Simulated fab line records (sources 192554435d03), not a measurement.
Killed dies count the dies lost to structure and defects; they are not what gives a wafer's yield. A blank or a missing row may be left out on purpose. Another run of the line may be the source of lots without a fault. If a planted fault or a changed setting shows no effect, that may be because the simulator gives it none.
Matching of chambers	flow n5Finfet	cvdCo-01 running N5_BEOL_M1_CO_CAP_55: 3 sister chambers
The step material Co, precursor CCTBA/H2, target thk 2 nm, time 102.1 s. 6 wafers are shown with their chamber, then 7 later ones without.

== WAFERS, EACH WITH ITS CHAMBER ==
wafer	chamber	heaterPowerW (W)
L794.2	1	232
L796.4	1	231
L798.3	0	232
L798.4	2	190
L797.2	2	189
L797.3	0	231

== WAFERS WHOSE CHAMBER IS MISSING ==
wafer	heaterPowerW (W)
L797.6	229
L807.3	228
L807.4	225
L807.6	188
L813.1	189
L813.2	228
L813.5	188

== WHICH CHAMBER EACH ONE RAN IN ==
wafer	from the rows above	in truth
L797.6	can't be placed: 0 or 1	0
L807.3	can't be placed: 0 or 1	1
L807.4	can't be placed: 0 or 1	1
L807.6	2	2
L813.1	2	2
L813.2	can't be placed: 0 or 1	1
L813.5	2	2
Correct placement for 3 of the 7. From these rows, 4 cannot be placed; in 4 the true chamber is one of the candidates. Wrongly placed: 0.
How it was worked out, from the rows above alone: a wafer's distance from a chamber is the root of the sum, over the readings, of the square of ((its reading less the chamber's mean) divided by the reading's scatter). If the next closest chamber is less than 2 further off than the closest, the wafer can't be placed; otherwise it belongs to the closest. The mean given for a chamber averages the wafers shown for that chamber. How the scatter is found: for the shown wafers, subtract from each reading the mean of its chamber, square and add these, divide the total by (wafers less chambers), then take the root.
